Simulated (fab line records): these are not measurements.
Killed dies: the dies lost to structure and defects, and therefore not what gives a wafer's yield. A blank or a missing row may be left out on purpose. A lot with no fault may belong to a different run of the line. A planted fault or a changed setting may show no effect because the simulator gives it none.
Matching of chambers | flow n5Finfet | N5_BEOL_M7_ETCH_65 on rieDiel-01 has 4 sister chambers
The step etches SiARC in CF4, target depth 15.6 nm, time 26 s. 8 wafers are shown with their chamber, then 10 later ones without.

WAFERS WITH THEIR CHAMBER
wafer  | chamber | drypumpMotorCurrentA (A) | showerheadPlenumPTorr (Torr)
L074.5 | 3       | 6.3                      | 2.10
L089.4 | 2       | 5.4                      | 2.15
L089.5 | 0       | 5.1                      | 2.21
L093.2 | 2       | 5.4                      | 2.14
L093.4 | 1       | 5.7                      | 2.08
L093.5 | 0       | 5.1                      | 2.21
L095.1 | 3       | 6.4                      | 2.10
L095.3 | 1       | 5.7                      | 2.08

WAFERS WITH NO CHAMBER GIVEN
wafer  | drypumpMotorCurrentA (A) | showerheadPlenumPTorr (Torr)
L095.4 | 5.1                      | 2.21
L094.1 | 6.3                      | 2.10
L094.4 | 5.4                      | 2.14
L094.6 | 5.4                      | 2.14
L096.1 | 6.3                      | 2.10
L096.3 | 5.1                      | 2.21
L096.4 | 5.6                      | 2.08
L097.2 | 5.7                      | 2.08
L097.5 | 6.3                      | 2.10
L097.6 | 5.6                      | 2.08

THE CHAMBER EACH PASSED THROUGH
wafer  | from the rows above | in truth
L095.4 | 0                   | 0
L094.1 | 3                   | 3
L094.4 | 2                   | 2
L094.6 | 2                   | 2
L096.1 | 3                   | 3
L096.3 | 0                   | 0
L096.4 | 1                   | 1
L097.2 | 1                   | 1
L097.5 | 3                   | 3
L097.6 | 1                   | 1
10 of 10 placed correctly. Left unplaced by these rows: 0. Wrongly placed: 0.
How it was worked out, from the rows above alone: a wafer's distance from a chamber is the root of the sum, over the readings, of the square of ((its reading less the chamber's mean) divided by the reading's scatter). The wafer belongs to the nearest chamber; if the next one is less than 2 further off, it can't be placed. For every chamber, the mean is computed from those of its wafers that are shown. The scatter: take each reading less its chamber's mean, square it, sum over the shown wafers, divide by the number of wafers less the number of chambers, and take the root.
